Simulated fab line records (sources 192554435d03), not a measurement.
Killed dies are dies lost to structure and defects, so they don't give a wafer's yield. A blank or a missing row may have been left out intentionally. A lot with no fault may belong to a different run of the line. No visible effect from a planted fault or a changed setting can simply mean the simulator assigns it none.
fab line records	flow n5_finfet	part 1 of 2: steps 1 to 19 of 30
record: lots: 5	wafers: 15	last_day: 18
route steps=1938 shown BEOL_M10@1506
lots with no fault: from the same line, run without faults
start_h: the number of hours between the record's first day and the start of the first shown wafer of the lot	wait_h: time in hours since the lot's previous step	" as in the row above	L1.1+2: several wafers, shown together as one row	- no value present, or no start provided	* or withheld: withheld	< > ~ a bound
route shown NAME@n: names a module that has steps shown in the file, with the first one's number in the route	usual: the fault-free wafers' mean and standard deviation	same: alike in all rows	chamber/n: place in a boat	sites: the reading at each site	_std_site: their standard deviation	_edge_site: the outer-site mean with the inner-site mean subtracted	radius_mm: for every site, how far away it sits from the centre of the wafer	mask NAME#n: copy n	behind: the most recent tool/chamber to have shaped the wafer	hold: what put the lot on hold/how long, in hours/how the hold closed	device: the n, p or np transistor that did not switch	end of line: tests of these same wafers at the route's end	step lacking rows: just its recipe	killed: dies lost to structure and defects at the first sort, not the wafer's yield	map: per-die view of a wafer (x killed, . not killed, _ where there is no die)
set.NAME: the setting the step ran with; set.NAME@STEP: the setting that earlier step ran with	model.NAME: the simulator's own value behind a step, which no gauge read
a table for each step, a row for each wafer; lots at some steps of the route
services: the hour from which a tool's chamber was out of use, counted from the record's first day as start_h (under 0 if before that day), plus the number of hours and why
== steps ==
step: N5_BEOL_M10_ETCH_65
recipe: chemistry: CF4	target: SiARC	target_depth_a: 390	mask_material: CAR-ArF	time_s: 65	ion_energy_ev: 80	pressure_mtorr: 40	source_w: 545	bias_w: 36	Ar_flow_sccm: 100	cf4_flow_sccm: 100	ends: cleared
usual: drypump_motor_current_A: 5.8/0.39	etch_rf_on_time_s: 66.4/2.2	oes_product_au: 0.70/0.089	rf_vpp_V: 184.0/1.2	showerhead_plenum_p_Torr: 2.14/0.074	throttle_valve_pct: 15.41/0.24
lot.wafer	tool	chamber	start_h	wait_h	drypump_motor_current_A	etch_rf_on_time_s	oes_product_au	rf_hours_counter_h	rf_vpp_V	showerhead_plenum_p_Torr	throttle_valve_pct
L086.1	rie_diel-04	2	285.21	0.0	5.3	68.0	0.80	12	184.9	2.10	15.43
L086.3	"	0	"	"	5.6	65.8	0.69	94	184.0	2.26	15.71
L086.5	"	0	"	"	5.6	65.9	0.69	-	186.5	2.26	15.71
L085.1	rie_diel-04	0	294.93	0.0	5.6	64.9	0.70	98	184.9	2.26	15.74
L085.2	"	1	"	"	5.4	64.6	0.58	245	183.8	2.19	15.50
L085.3	"	3	"	"	6.0	66.2	0.72	59	184.1	2.10	15.27
L087.4	rie_diel-02	1	296.28	0.0	5.9	70.3	0.70	-	183.7	2.16	15.18
L087.5	"	2	"	"	5.6	65.8	0.76	-	184.1	2.10	15.44
L087.6	"	0	"	"	6.1	63.8	0.84	-	185.6	2.28	15.09
L095.1	rie_diel-05	2	356.88	0.0	5.5	68.4	0.58	228	181.9	1.95	15.63
L095.2	"	1	"	"	6.1	67.8	0.60	213	183.6	2.21	15.86
L095.4	"	3	"	"	5.6	61.2	0.74	71	181.4	2.10	15.82
L097.1	rie_diel-04	1	365.38	0.0	5.5	64.6	0.77	19	183.6	2.19	15.08
L097.3	"	2	"	"	5.3	69.0	0.74	48	183.3	2.09	15.50
L097.6	"	0	"	"	5.6	66.3	0.65	-	185.1	2.25	15.78
step: N5_BEOL_M10_ETCH_66
recipe: chemistry: N2/H2	target: SOC	target_depth_a: 1200	overetch_a: 240	mask_material: SiARC	temp_c: 40	time_s: 180	ion_energy_ev: 200	pressure_mtorr: 30	source_w: 840	bias_w: 150	n2_flow_sccm: 200	h2_flow_sccm: 200
usual: drypump_motor_current_A: 5.8/0.4	oes_product_au: 0.67/0.081	rf_vpp_V: 523.9/2.6	showerhead_plenum_p_Torr: 2.55/0.095	throttle_valve_pct: 17.74/0.24
lot.wafer	tool	chamber	start_h	wait_h	drypump_motor_current_A	oes_product_au	rf_hours_counter_h	rf_vpp_V	showerhead_plenum_p_Torr	throttle_valve_pct
L086.1	rie_diel-04	2	285.26	0.0	5.3	0.78	12	522.9	2.51	17.94
L086.3	"	0	"	"	5.6	0.66	94	526.5	2.70	17.96
L086.5	"	0	"	"	5.6	0.65	-	527.7	2.70	17.98
L085.1	rie_diel-04	0	294.98	0.0	5.6	0.65	98	526.5	2.70	17.98
L085.2	"	1	"	"	5.5	0.55	245	524.9	2.62	17.73
L085.3	"	3	"	"	6.1	0.69	59	522.5	2.46	17.34
L087.4	rie_diel-02	1	296.37	0.1	5.9	0.69	-	524.1	2.60	17.72
L087.5	"	2	"	"	5.6	0.72	-	522.1	2.51	17.75
L087.6	"	0	"	"	6.1	0.78	-	529.2	2.73	17.37
L095.1	rie_diel-05	2	356.93	0.0	5.5	0.56	228	517.3	2.30	17.79
L095.2	"	1	"	"	6.2	0.58	213	525.3	2.61	17.96
L095.4	"	3	"	"	5.5	0.68	71	522.2	2.48	18.12
L097.1	rie_diel-04	1	365.43	0.0	5.4	0.73	19	525.5	2.60	17.39
L097.3	"	2	"	"	5.3	0.72	48	521.7	2.50	18.00
L097.6	"	0	"	"	5.6	0.63	-	528.1	2.68	18.05
step: N5_BEOL_M10_STRIP_69
recipe: chemistry: N2/H2	temp_c: 40	n2_flow_sccm: 200	h2_flow_sccm: 200	rf_frequency_hz: 6e+07
lot.wafer	tool	chamber	start_h	wait_h
L086.1+3+5	rie_diel-04	2,0,0	285.38	0.1
L085.1+2+3	rie_diel-04	0,1,3	295.09	0.1
L087.4+5+6	rie_diel-02	1,2,0	296.43	0.0
L095.1+2+4	rie_diel-05	2,1,3	357.05	0.1
L097.1+3+6	rie_diel-04	1,2,0	365.54	0.1
step: N5_BEOL_M10_VIA_ETCH_34
recipe: chemistry: C4F6/O2	target: SiCOH_lowk	target_depth_a: 1845	mask_material: SOC	taper_deg: 4	time_s: 69.2	ion_energy_ev: 250	pressure_mtorr: 30	source_w: 345	bias_w: 185	Ar_flow_sccm: 300	C4F6_flow_sccm: 10	O2_flow_sccm: 10
usual: drypump_motor_current_A: 5.8/0.39	oes_product_au: 0.82/0.1	rf_vpp_V: 653/19	showerhead_plenum_p_Torr: 2.85/0.096	throttle_valve_pct: 20.72/0.2
lot.wafer	tool	chamber	start_h	wait_h	drypump_motor_current_A	oes_product_au	rf_hours_counter_h	rf_vpp_V	showerhead_plenum_p_Torr	throttle_valve_pct
L086.1	rie_diel-04	2	285.39	0.0	5.3	0.94	12	649	2.79	20.79
L086.3	"	0	"	"	5.6	0.80	94	670	2.98	20.89
L086.5	"	0	"	"	5.6	0.80	-	671	2.98	20.89
L085.1	rie_diel-04	0	295.10	0.0	5.6	0.81	98	668	2.98	20.89
L085.2	"	1	"	"	5.5	0.68	245	656	2.92	20.75
L085.3	"	3	"	"	6.1	0.86	59	674	2.78	20.59
L087.4	rie_diel-02	1	296.46	0.0	5.9	0.84	-	682	2.87	20.48
L087.5	"	2	"	"	5.6	0.88	-	632	2.78	20.69
L087.6	"	0	"	"	6.1	0.97	-	641	3.05	20.54
L095.1	rie_diel-05	2	357.06	0.0	5.5	0.70	228	665	2.57	20.74
L095.2	"	1	"	"	6.2	0.71	213	666	2.92	21.02
L095.4	"	3	"	"	5.5	0.87	71	648	2.80	21.26
L097.1	rie_diel-04	1	365.55	0.0	5.5	0.92	19	655	2.91	20.47
L097.3	"	2	"	"	5.3	0.86	48	647	2.77	20.85
L097.6	"	0	"	"	5.6	0.77	-	670	2.96	20.92
step: N5_BEOL_M10_STRIP_73
recipe: chemistry: C4F6/O2	resist: SiARC	rf_frequency_hz: 6e+07
lot.wafer	tool	chamber	start_h	wait_h
L086.1+3+5	rie_diel-04	2,0,0	285.44	0.0
L085.1+2+3	rie_diel-04	0,1,3	295.16	0.0
L087.4+5+6	rie_diel-02	1,2,0	296.49	0.0
L095.1+2+4	rie_diel-05	2,1,3	357.11	0.0
L097.1+3+6	rie_diel-04	1,2,0	365.61	0.0
step: N5_BEOL_M10_STRIP_36
recipe: chemistry: N2/H2	power_w: 450	temp_c: 40	pressure_mtorr: 20	rf_frequency_hz: 6e+07	overash_fraction: 0.3	bias_power_w: 7	h2_frac: 0.5	n2_flow_sccm: 200	h2_flow_sccm: 200
usual: drypump_motor_current_A: 5.8/0.39	oes_product_au: 0.82/0.1	rf_vpp_V: 59.3/1.9	showerhead_plenum_p_Torr: 2.55/0.095	throttle_valve_pct: 23.65/0.28
same: overash_fraction: 0.3
lot.wafer	tool	chamber	start_h	wait_h	drypump_motor_current_A	oes_product_au	rf_hours_counter_h	rf_vpp_V	showerhead_plenum_p_Torr	throttle_valve_pct
L086.1	rie_diel-04	2	285.45	0.0	5.3	0.93	12	58.6	2.51	23.98
L086.3	"	0	"	"	5.6	0.80	94	61.7	2.69	23.82
L086.5	"	0	"	"	5.6	0.81	-	62.8	2.69	23.82
L085.1	rie_diel-04	0	295.17	0.0	5.5	0.83	98	57.0	2.69	23.88
L085.2	"	1	"	"	5.4	0.67	245	59.1	2.61	23.49
L085.3	"	3	"	"	6.0	0.86	59	57.2	2.45	23.23
L087.4	rie_diel-02	1	296.52	0.0	5.9	0.85	-	60.4	2.60	23.71
L087.5	"	2	"	"	5.6	0.90	-	57.9	2.50	23.65
L087.6	"	0	"	"	6.1	0.97	-	60.1	2.72	23.17
L095.1	rie_diel-05	2	357.12	0.0	5.4	0.69	228	58.4	2.30	23.55
L095.2	"	1	"	"	6.1	0.72	213	60.1	2.61	23.69
L095.4	"	3	"	"	5.5	0.82	71	60.7	2.47	24.11
L097.1	rie_diel-04	1	365.62	0.0	5.5	0.91	19	57.7	2.60	23.31
L097.3	"	2	"	"	5.3	0.86	48	59.6	2.49	24.02
L097.6	"	0	"	"	5.6	0.80	-	61.1	2.68	23.86
step: N5_BEOL_M10_TRENCH_ETCH_37
recipe: chemistry: C4F6/O2	target_depth_a: 1488.3	target: SiCOH_lowk	time_s: 48	ion_energy_ev: 250	pressure_mtorr: 30	source_w: 345	bias_w: 185	Ar_flow_sccm: 300	C4F6_flow_sccm: 10	O2_flow_sccm: 10
usual: drypump_motor_current_A: 5.8/0.39	oes_product_au: 0.82/0.1	rf_vpp_V: 653/18	showerhead_plenum_p_Torr: 2.85/0.096	throttle_valve_pct: 20.74/0.2
lot.wafer	tool	chamber	start_h	wait_h	drypump_motor_current_A	oes_product_au	rf_hours_counter_h	rf_vpp_V	showerhead_plenum_p_Torr	throttle_valve_pct
L086.1	rie_diel-04	2	-	-	5.3	0.95	12	646	2.79	20.83
L086.3	"	0	"	"	5.6	0.81	94	671	2.98	20.91
L086.5	"	0	"	"	5.6	0.81	-	669	2.98	20.92
L085.1	rie_diel-04	0	-	-	5.6	0.80	98	670	2.98	20.93
L085.2	"	1	"	"	5.5	0.69	245	654	2.93	20.76
L085.3	"	3	"	"	6.1	0.86	59	673	2.78	20.63
L087.4	rie_diel-02	1	-	-	5.9	0.83	-	683	2.87	20.50
L087.5	"	2	"	"	5.6	0.88	-	633	2.78	20.73
L087.6	"	0	"	"	6.1	0.97	-	641	3.05	20.55
L095.1	rie_diel-05	2	-	-	5.5	0.69	228	662	2.57	20.77
L095.2	"	1	"	"	6.1	0.70	213	667	2.92	21.03
L095.4	"	3	"	"	5.5	0.86	71	646	2.80	21.30
L097.1	rie_diel-04	1	-	-	5.5	0.91	19	655	2.91	20.47
L097.3	"	2	"	"	5.3	0.86	48	646	2.77	20.89
L097.6	"	0	"	"	5.6	0.76	-	669	2.96	20.96
step: N5_BEOL_M10_ETCH_41
recipe: chemistry: CH3F/O2	target: SiCN	target_depth_a: 426	taper_deg: 2	time_s: 86	ion_energy_ev: 120	mask_material: TiN	pressure_mtorr: 30	source_w: 395	bias_w: 75	Ar_flow_sccm: 150	CH3F_flow_sccm: 30	O2_flow_sccm: 20
usual: CH3F_flow_sccm: 30.00/0.1	drypump_motor_current_A: 5.8/0.39	oes_product_au: 0.82/0.1	rf_vpp_V: 297.4/1.7	showerhead_plenum_p_Torr: 2.00/0.072	throttle_valve_pct: 16.12/0.21
lot.wafer	tool	chamber	start_h	wait_h	CH3F_flow_sccm	drypump_motor_current_A	oes_product_au	rf_hours_counter_h	rf_vpp_V	showerhead_plenum_p_Torr	throttle_valve_pct
L086.1	rie_diel-04	2	-	-	29.92	5.3	0.94	12	297.9	1.96	16.15
L086.3	"	0	"	"	29.87	5.6	0.81	94	300.6	2.10	16.32
L086.5	"	0	"	"	30.09	5.6	0.80	-	300.5	2.10	16.31
L085.1	rie_diel-04	0	-	-	29.83	5.6	0.81	98	298.2	2.10	16.30
L085.2	"	1	"	"	29.98	5.4	0.68	245	298.3	2.06	16.24
L085.3	"	3	"	"	29.95	6.0	0.85	59	295.3	1.95	15.95
L087.4	rie_diel-02	1	-	-	30.02	5.9	0.84	-	298.3	2.02	15.91
L087.5	"	2	"	"	29.90	5.6	0.87	-	296.0	1.95	16.06
L087.6	"	0	"	"	30.13	6.1	0.96	-	299.0	2.15	15.84
L095.1	rie_diel-05	2	-	-	29.98	5.5	0.69	228	292.3	1.80	16.27
L095.2	"	1	"	"	29.90	6.1	0.71	213	297.9	2.05	16.48
L095.4	"	3	"	"	30.10	5.5	0.86	71	298.2	1.96	16.52
L097.1	rie_diel-04	1	-	-	29.91	5.5	0.91	19	299.3	2.05	15.86
L097.3	"	2	"	"	29.97	5.3	0.86	48	297.4	1.95	16.20
L097.6	"	0	"	"	29.95	5.6	0.77	-	298.8	2.09	16.37
step: N5_BEOL_M10_STRIP_77
recipe: chemistry: N2/H2	time_s: 10	power_w: 450	temp_c: 40	pressure_mtorr: 20	rf_frequency_hz: 6e+07	bias_power_w: 7	n2_flow_sccm: 200	h2_flow_sccm: 200
usual: drypump_motor_current_A: 5.8/0.39	oes_product_au: 0.82/0.1	rf_vpp_V: 59.2/0.91	showerhead_plenum_p_Torr: 2.55/0.095	throttle_valve_pct: 23.65/0.27
lot.wafer	tool	chamber	start_h	wait_h	drypump_motor_current_A	oes_product_au	rf_hours_counter_h	rf_vpp_V	showerhead_plenum_p_Torr	throttle_valve_pct
L086.1	rie_diel-04	2	-	-	5.3	0.94	12	59.6	2.51	23.98
L086.3	"	0	"	"	5.6	0.82	94	59.6	2.69	23.85
L086.5	"	0	"	"	5.6	0.82	-	60.2	2.70	23.83
L085.1	rie_diel-04	0	-	-	5.6	0.81	98	59.3	2.69	23.84
L085.2	"	1	"	"	5.5	0.67	245	58.4	2.61	23.49
L085.3	"	3	"	"	6.1	0.86	59	58.7	2.45	23.20
L087.4	rie_diel-02	1	-	-	6.0	0.85	-	58.6	2.60	23.70
L087.5	"	2	"	"	5.6	0.90	-	59.4	2.50	23.63
L087.6	"	0	"	"	6.1	0.96	-	60.1	2.72	23.20
L095.1	rie_diel-05	2	-	-	5.5	0.70	228	57.3	2.30	23.52
L095.2	"	1	"	"	6.2	0.71	214	58.0	2.61	23.71
L095.4	"	3	"	"	5.6	0.85	72	59.6	2.47	24.09
L097.1	rie_diel-04	1	-	-	5.5	0.89	19	60.0	2.60	23.32
L097.3	"	2	"	"	5.3	0.86	48	57.8	2.49	24.02
L097.6	"	0	"	"	5.6	0.77	-	60.3	2.68	23.89
step: N5_BEOL_M10_OCD_MEAS_38
usual: trench_depth_nm: 146/3.2
lot.wafer	tool	chamber	start_h	wait_h	trench_depth_nm
L086.1	ocd-02	-	285.67	-	145
L086.3	"	-	"	"	149
L086.5	"	-	"	"	150
L085.1	ocd-01	-	295.39	-	150
L085.2	"	-	"	"	149
L085.3	"	-	"	"	150
L087.4	ocd-02	-	296.72	-	143
L087.5	"	-	"	"	147
L087.6	"	-	"	"	149
L095.1	ocd-02	-	357.34	-	147
L095.2	"	-	"	"	143
L095.4	"	-	"	"	154
L097.1	ocd-02	-	365.84	-	148
L097.3	"	-	"	"	143
L097.6	"	-	"	"	145
step: N5_BEOL_M10_HM_STRIP_39
recipe: chemistry: peroxide_tin_strip	material: TiN	target_depth_a: 250	temp_c: 50	time_s: 158
usual: bath_guard_temp_C: 50.1/0.49
lot.wafer	tool	chamber	start_h	wait_h	bath_guard_temp_C
L086.1	wet_bench-06	4	285.71	0.0	51.0
L086.3	"	5	"	"	50.3
L086.5	"	6	"	"	50.0
L085.1	wet_bench-04	2	295.42	0.0	50.1
L085.2	"	5	"	"	51.0
L085.3	"	1	"	"	49.7
L087.4	wet_bench-04	1	296.75	0.0	49.7
L087.5	"	4	"	"	50.6
L087.6	"	0	"	"	49.3
L095.1	wet_bench-06	3	357.37	0.0	49.3
L095.2	"	1	"	"	49.9
L095.4	"	6	"	"	50.0
L097.1	wet_bench-04	4	365.87	0.0	50.2
L097.3	"	2	"	"	50.1
L097.6	"	6	"	"	50.1
step: N5_BEOL_M10_SRD_40
recipe: time_s: 30	temp_c: 23	rinse_liquid: diw	dry: ipa_marangoni
lot.wafer	tool	chamber	start_h	wait_h
L086.1+3+5	wet_bench-06	4,5,6	285.75	0.0
L085.1+2+3	wet_bench-04	2,5,1	295.47	0.0
L087.4+5+6	wet_bench-04	1,4,0	296.80	0.0
L095.1+2+4	wet_bench-06	3,1,6	357.42	0.0
L097.1+3+6	wet_bench-04	4,2,6	365.92	0.0
step: N5_BEOL_M10_PRECLEAN_42
recipe: chemistry: residue_remover	time_s: 60	temp_c: 40
usual: bath_guard_temp_C: 40.1/0.47
lot.wafer	tool	chamber	start_h	wait_h	bath_guard_temp_C
L086.1	wet_bench-06	4	285.77	0.0	41.1
L086.3	"	5	"	"	40.1
L086.5	"	6	"	"	40.1
L085.1	wet_bench-04	2	295.48	0.0	40.3
L085.2	"	5	"	"	40.7
L085.3	"	1	"	"	39.7
L087.4	wet_bench-04	1	296.81	0.0	39.7
L087.5	"	4	"	"	40.4
L087.6	"	0	"	"	39.4
L095.1	wet_bench-06	3	357.44	0.0	39.4
L095.2	"	1	"	"	40.3
L095.4	"	6	"	"	40.1
L097.1	wet_bench-04	4	365.93	0.0	40.2
L097.3	"	2	"	"	39.8
L097.6	"	6	"	"	40.1
step: N5_BEOL_M10_SRD_43
recipe: time_s: 30	temp_c: 23	rinse_liquid: diw	dry: ipa_marangoni
lot.wafer	tool	chamber	start_h	wait_h
L086.1+3+5	wet_bench-06	4,5,6	285.79	0.0
L085.1+2+3	wet_bench-04	2,5,1	295.50	0.0
L087.4+5+6	wet_bench-04	1,4,0	296.83	0.0
L095.1+2+4	wet_bench-06	3,1,6	357.45	0.0
L097.1+3+6	wet_bench-04	4,2,6	365.95	0.0
step: N5_BEOL_M10_CD_MEAS_35
recipe: target_cd_nm: 70	polarity: opening
usual: cd_nm: 69.5/0.78
lot.wafer	tool	chamber	start_h	wait_h	cd_nm
L086.1	cd_sem-03	-	285.83	0.0	68.5
L086.3	"	-	"	"	68.9
L086.5	"	-	"	"	68.7
L085.1	cd_sem-02	-	295.55	0.0	70.0
L085.2	"	-	"	"	69.2
L085.3	"	-	"	"	69.3
L087.4	cd_sem-02	-	296.88	0.0	69.8
L087.5	"	-	"	"	69.4
L087.6	"	-	"	"	69.9
L095.1	cd_sem-02	-	357.49	0.0	69.0
L095.2	"	-	"	"	70.0
L095.4	"	-	"	"	70.6
L097.1	cd_sem-02	-	365.99	0.0	70.2
L097.3	"	-	"	"	69.7
L097.6	"	-	"	"	70.0
step: N5_BEOL_M10_CURE_72
recipe: temp_c: 370	time_s: 120	ambient: DMADMS/He	material: SiCOH_lowk
usual: lamp_power_pct: 52.30/0.05	wafer_temp_C_max: 371.6/0.62
lot.wafer	tool	chamber	start_h	wait_h	lamp_power_pct	wafer_temp_C_max
L086.1	uv_cure-03	1	285.87	0.0	52.34	372.6
L086.3	"	1	"	"	52.23	372.2
L086.5	"	1	"	"	52.32	372.0
L085.1	uv_cure-02	0	295.59	0.0	52.30	371.7
L085.2	"	0	"	"	52.22	371.5
L085.3	"	0	"	"	52.25	371.8
L087.4	uv_cure-03	1	297.06	0.2	52.31	372.2
L087.5	"	1	"	"	52.31	372.8
L087.6	"	1	"	"	52.35	372.1
L095.1	uv_cure-03	0	357.54	0.0	52.24	370.7
L095.2	"	0	"	"	52.38	370.9
L095.4	"	0	"	"	52.29	371.2
L097.1	uv_cure-02	0	366.03	0.0	52.39	371.7
L097.3	"	0	"	"	52.24	371.7
L097.6	"	0	"	"	52.32	371.3
step: N5_BEOL_M10_DEGAS_44
recipe: ambient: vacuum	temp_c: 250	time_s: 60
usual: heater_power_w: 336/33
lot.wafer	tool	chamber	start_h	wait_h	heater_power_w
L086.1	pvd_sputter-02	-	286.50	0.6	368
L086.3	"	-	"	"	374
L086.5	"	-	"	"	341
L085.1	pvd_sputter-01	-	296.17	0.5	238
L085.2	"	-	"	"	309
L085.3	"	-	"	"	326
L087.4	pvd_sputter-03	-	297.33	0.2	348
L087.5	"	-	"	"	357
L087.6	"	-	"	"	355
L095.1	pvd_sputter-02	-	357.91	0.3	377
L095.2	"	-	"	"	343
L095.4	"	-	"	"	327
L097.1	pvd_sputter-01	-	366.36	0.3	240
L097.3	"	-	"	"	309
L097.6	"	-	"	"	315
step: N5_BEOL_M10_PRE_CLEAN_45
recipe: gas: H2/He	time_s: 30	temp_c: 250
usual: heater_power_w: 337/33
lot.wafer	tool	chamber	start_h	wait_h	heater_power_w
L086.1	pvd_sputter-02	-	286.54	0.0	366
L086.3	"	-	"	"	380
L086.5	"	-	"	"	349
L085.1	pvd_sputter-01	-	296.21	0.0	238
L085.2	"	-	"	"	317
L085.3	"	-	"	"	327
L087.4	pvd_sputter-03	-	297.37	0.0	349
L087.5	"	-	"	"	351
L087.6	"	-	"	"	352
L095.1	pvd_sputter-02	-	357.95	0.0	377
L095.2	"	-	"	"	338
L095.4	"	-	"	"	335
L097.1	pvd_sputter-01	-	366.40	0.0	238
L097.3	"	-	"	"	314
L097.6	"	-	"	"	311
step: N5_BEOL_M10_ALD_74
recipe: material: TaN	target_thk_a: 20	temp_c: 275	ald_precursor_family: PDMAT	ald_co_reactant: NH3	pressure_torr: 3	carrier_flow_sccm: 1500	pulse_time_s: 2	purge_time_s: 3	co_reactant_purge_time_s: 2	co_reactant_pulse_time_s: 3	ald_cycles: 40	precursor_vessel_temp_c: 75	precursor_vessel_pressure_torr: 26.25	precursor_vessel_carrier_sccm: 1000
usual: heater_power_w: 416/34
lot.wafer	tool	chamber	start_h	wait_h	heater_power_w
L086.1	ald_metal-02	0	286.83	0.3	398
L086.3	"	1	"	"	375
L086.5	"	2	"	"	456
L085.1	ald_metal-01	3	296.27	0.0	446
L085.2	"	2	"	"	470
L085.3	"	0	"	"	459
L087.4	ald_metal-04	0	297.43	0.0	397
L087.5	"	2	"	"	412
L087.6	"	3	"	"	382
L095.1	ald_metal-04	3	358.01	0.0	386
L095.2	"	2	"	"	397
L095.4	"	2	"	"	392
L097.1	ald_metal-02	3	366.46	0.0	419
L097.3	"	0	"	"	399
L097.6	"	0	"	"	395
